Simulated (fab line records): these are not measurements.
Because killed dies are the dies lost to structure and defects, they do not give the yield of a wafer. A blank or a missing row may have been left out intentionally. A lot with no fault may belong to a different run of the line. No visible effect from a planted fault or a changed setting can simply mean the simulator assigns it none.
Problem report, 8D (eight disciplines) form, completed by code + flow nandHarc + the parts of the form that need people (team, actions taken, sign-off) are left out

1. THE PROBLEM
Wafers without a fault read 82, standard deviation 40; rawDefectCount at NHARC_A_M0_INSPECT_11 reads a mean of 452 on 6 wafers belonging to 2 lots. Relative to the usual mean, that is a shift of +9.2 standard deviations.
Seen first at day 27 16:38 on defectInspect-01, wafer L767.2. Wafers with a number at this step in the record: 36, from 12 lots. By rule, "out" or "out of limits" means more than 4 standard deviations away from the usual mean. Any other wafer with a number is counted as sound.

2. WHAT IT IS AND WHAT IT IS NOT
| question                    | is                                 | is not                                                                                       |
|-----------------------------|------------------------------------|----------------------------------------------------------------------------------------------|
| which readings at this step | rawDefectCount                     | -                                                                                            |
| which lots                  | L767, L771                         | L757, L758, L759, L761, L762, L772, L775, L778, L779, L780                                   |
| which wafers of those lots  | all that have a number             | -                                                                                            |
| read on which gauges        | defectInspect-01, defectInspect-02 | -                                                                                            |
| when                        | from day 27 16:38                  | up to then (15 sound wafers); but 15 sound wafers of L772, L775, L778, L779, L780 came after |

3. WHAT RULES OUT EACH SUSPECT
Counting: any tool at a process step up to the reading is kept as a suspect provided that every lot that is out went through it and no sound lot did after the first of them.
- ruled out: the gauge at NHARC_A_M0_INSPECT_11. The wafers that are out were read on 2 gauges (defectInspect-01, defectInspect-02).
- pecvd-02 at NHARC_A_M0_DEP_00 (deposits SiOC, target thk 150 nm): ruled out as a lasting fault. After its first lot that is out, L767 (day 27 15:49), sound lots L780 ran on it.
Left after counting: nothing in the record.

4. THE CAUSE (what the simulator had put in)
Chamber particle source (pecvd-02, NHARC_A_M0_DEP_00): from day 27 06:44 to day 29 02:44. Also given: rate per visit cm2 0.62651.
It was ruled out by counting, in error; the rule expects a fault to strike all lots run on its tool from its start on, and this fault did not.

5. SEQUENCE OF EFFECTS, ordered by route
Each row: a reading where the mean over the struck wafers with a number is more than 3 standard deviations away from the usual. Only readings whose record carries a usual standard deviation are examined. hours: median over the lots of the time between each lot's start at the first step of this table that gives one and its start at this step. sigmas: the change, counted in usual standard deviations.
| hours | step                  | reading            | usual  | on struck wafers | change | sigmas |
|-------|-----------------------|--------------------|--------|------------------|--------|--------|
| 0     | NHARC_A_M0_INSPECT_11 | rawDefectCount     | 82     | 452              | +370   | +9.2   |
| 49    | NHARC_END_SORT_01     | defectLimitedYield | 91.1 % | 81.8             | -9.3   | -3.2   |
| 49    | NHARC_END_SORT_01     | killedAtArray      | 55     | 118              | +63    | +3.1   |
| 49    | NHARC_END_SORT_01     | killedDies         | 60     | 123              | +63    | +3.3   |

6. WHAT WOULD HAVE CAUGHT IT SOONER
The first out-of-limits reading at a measuring or inspecting step in this record came at day 27 16:38, 10 hours after the fault's start at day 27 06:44.
